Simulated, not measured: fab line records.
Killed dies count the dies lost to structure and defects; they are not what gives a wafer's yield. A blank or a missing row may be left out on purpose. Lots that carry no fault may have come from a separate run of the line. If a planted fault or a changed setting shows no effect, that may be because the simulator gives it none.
Chamber matching	flow nand harc	NHARC_A_STAIRCASE_DEP_471 on pecvd-02: 3 sister chambers
The step deposits SiO2, target thk 100 nm. 3 wafers are shown with their chamber, then 9 later ones without.

WAFERS WITH THEIR CHAMBER
wafer	chamber	throttle valve pct (%)
L080.2	1	16.5
L084.1	0	15.0
L084.6	2	16.4

WAFERS WHOSE CHAMBER IS MISSING
wafer	throttle valve pct (%)
L086.4	16.8
L086.5	14.9
L086.6	16.6
L094.1	16.2
L094.4	15.0
L094.6	16.6
L095.2	14.7
L095.5	17.0
L095.6	14.7

EACH ONE'S CHAMBER
wafer	from the rows above	in truth
L086.4	can't be placed: 1 or 2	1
L086.5	0	0
L086.6	can't be placed: 1 or 2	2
L094.1	can't be placed: 2 or 1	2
L094.4	0	0
L094.6	can't be placed: 1 or 2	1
L095.2	0	0
L095.5	can't be placed: 1 or 2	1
L095.6	0	0
Correct placement for 4 of the 9. From these rows, 5 cannot be placed; in 5 the true chamber is one of the candidates. Number placed wrongly: 0.
How it was worked out, from the rows above alone: a wafer's distance from a chamber is the root of the sum, over the readings, of the square of ((its reading less the chamber's mean) divided by the reading's scatter). If the next closest chamber is less than 2 further off than the closest, the wafer can't be placed; otherwise it belongs to the closest. A chamber's mean is the mean of its shown wafers. The scatter: root of mean squared gap, hidden wafer to nearest shown wafer, with one shown wafer a chamber.
